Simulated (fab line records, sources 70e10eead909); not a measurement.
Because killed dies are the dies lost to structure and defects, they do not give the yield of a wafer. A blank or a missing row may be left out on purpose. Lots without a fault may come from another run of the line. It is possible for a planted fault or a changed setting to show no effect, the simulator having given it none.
Matching of chambers | flow nand harc | ald hk-02 running NHARC_A_CHANNEL_FILL_D1_ALD_25: 4 sister chambers
The step deposits SiOx, target thk 60 nm, pulse time 10 s, ald cycles 600. 4 wafers are shown with their chamber, then 9 later ones without.

== WAFERS WITH THEIR CHAMBER ==
wafer  | chamber | heater power outer w (W)
L086.1 | 1       | 246
L088.1 | 2       | 278
L088.5 | 3       | 300
L088.6 | 0       | 239

== WAFERS WHOSE CHAMBER IS MISSING ==
wafer  | heater power outer w (W)
L089.1 | 245
L089.2 | 247
L089.5 | 246
L093.4 | 244
L093.3 | 300
L093.6 | 249
L096.1 | 306
L096.2 | 244
L096.5 | 244

== WHICH CHAMBER EACH WENT THROUGH ==
wafer  | from the rows above     | in truth
L089.1 | can't be placed: 1 or 0 | 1
L089.2 | 1                       | 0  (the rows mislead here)
L089.5 | 1                       | 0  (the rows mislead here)
L093.4 | can't be placed: 1 or 0 | 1
L093.3 | 3                       | 3
L093.6 | 1                       | 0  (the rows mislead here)
L096.1 | 3                       | 3
L096.2 | can't be placed: 1 or 0 | 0
L096.5 | can't be placed: 1 or 0 | 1
Correctly placed: 2 of 9. From these rows, 4 cannot be placed; in 4 the true chamber is one of the candidates. 3 placed wrongly.
How it was worked out, from the rows above alone: a wafer's distance from a chamber is the root of the sum, over the readings, of the square of ((its reading less the chamber's mean) divided by the reading's scatter). The wafer belongs to the nearest chamber; if the next one is less than 2 further off, it can't be placed. For every chamber, the mean is computed from those of its wafers that are shown. The scatter: with one shown wafer a chamber, the root of the mean of the squares of how far each hidden wafer lies from its nearest shown one.
